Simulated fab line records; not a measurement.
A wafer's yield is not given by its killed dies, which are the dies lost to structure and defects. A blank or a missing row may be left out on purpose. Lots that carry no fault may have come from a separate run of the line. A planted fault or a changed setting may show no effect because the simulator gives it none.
Chamber matching + flow n5Finfet + N5_BEOL_M10_ETCH_61 on rieDiel-02 has 4 sister chambers
The step etches SiARC in CF4, target depth 39 nm, time 65 s. 16 wafers are shown with their chamber, then 8 later ones without.

WAFERS, EACH WITH ITS CHAMBER
| wafer  | chamber | showerheadPlenumPTorr (Torr) | throttleValvePct (%) | oesProductAu (a.u.) |
|--------|---------|------------------------------|----------------------|---------------------|
| L077.1 | 0       | 2.21                         | 15.46                | 0.59                |
| L077.2 | 1       | 2.27                         | 15.28                | 0.75                |
| L077.5 | 0       | 2.21                         | 15.47                | 0.59                |
| L086.1 | 2       | 2.14                         | 15.59                | 0.66                |
| L086.2 | 1       | 2.26                         | 15.33                | 0.73                |
| L086.3 | 0       | 2.20                         | 15.49                | 0.58                |
| L086.4 | 3       | 2.27                         | 15.71                | 0.72                |
| L086.5 | 3       | 2.27                         | 15.73                | 0.73                |
| L086.6 | 0       | 2.20                         | 15.48                | 0.58                |
| L088.1 | 1       | 2.26                         | 15.35                | 0.72                |
| L088.3 | 1       | 2.26                         | 15.34                | 0.71                |
| L088.6 | 2       | 2.13                         | 15.59                | 0.65                |
| L091.1 | 1       | 2.26                         | 15.37                | 0.72                |
| L091.5 | 1       | 2.26                         | 15.37                | 0.70                |
| L091.6 | 1       | 2.26                         | 15.37                | 0.72                |
| L093.2 | 1       | 2.26                         | 15.37                | 0.71                |

SIGNATURES (averages over the wafers above)
| reading               | chamber 0 | chamber 1 | chamber 2 | chamber 3 | scatter within a chamber |
|-----------------------|-----------|-----------|-----------|-----------|--------------------------|
| showerheadPlenumPTorr | 2.2050    | 2.2612    | 2.1350    | 2.2700    | 0.00445                  |
| throttleValvePct      | 15.4750   | 15.3475   | 15.5900   | 15.7200   | 0.0252                   |
| oesProductAu          | 0.5850    | 0.7200    | 0.6550    | 0.7250    | 0.0122                   |
Rule: distance of a wafer from a chamber = root of the sum over the readings of ((wafer's reading minus chamber's mean) / reading's scatter) squared. If the next closest chamber is less than 2 further off than the closest, the wafer can't be placed; otherwise it belongs to the closest. The scatter is the square root of a quotient: the sum, over the shown wafers, of each reading's squared deviation from its chamber's mean, divided by wafers minus chambers.

WAFERS WITHOUT THEIR CHAMBER
| wafer  | showerheadPlenumPTorr (Torr) | throttleValvePct (%) | oesProductAu (a.u.) |
|--------|------------------------------|----------------------|---------------------|
| L093.4 | 2.13                         | 15.60                | 0.65                |
| L093.5 | 2.27                         | 15.74                | 0.73                |
| L097.1 | 2.20                         | 15.02                | 0.79                |
| L097.2 | 2.26                         | 15.76                | 0.71                |
| L097.3 | 2.25                         | 15.39                | 0.70                |
| L097.4 | 2.13                         | 15.61                | 0.65                |
| L097.5 | 2.20                         | 14.98                | 0.79                |
| L097.6 | 2.25                         | 15.39                | 0.69                |

CHAMBER TAKEN BY EACH
| wafer  | from the rows above | in truth                   |
|--------|---------------------|----------------------------|
| L093.4 | 2                   | 2                          |
| L093.5 | 3                   | 3                          |
| L097.1 | 1                   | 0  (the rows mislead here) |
| L097.2 | 3                   | 3                          |
| L097.3 | 1                   | 1                          |
| L097.4 | 2                   | 2                          |
| L097.5 | 1                   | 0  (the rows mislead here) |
| L097.6 | 1                   | 1                          |
Correct placement for 6 of the 8. From these rows, 0 cannot be placed. Wrongly placed: 2.
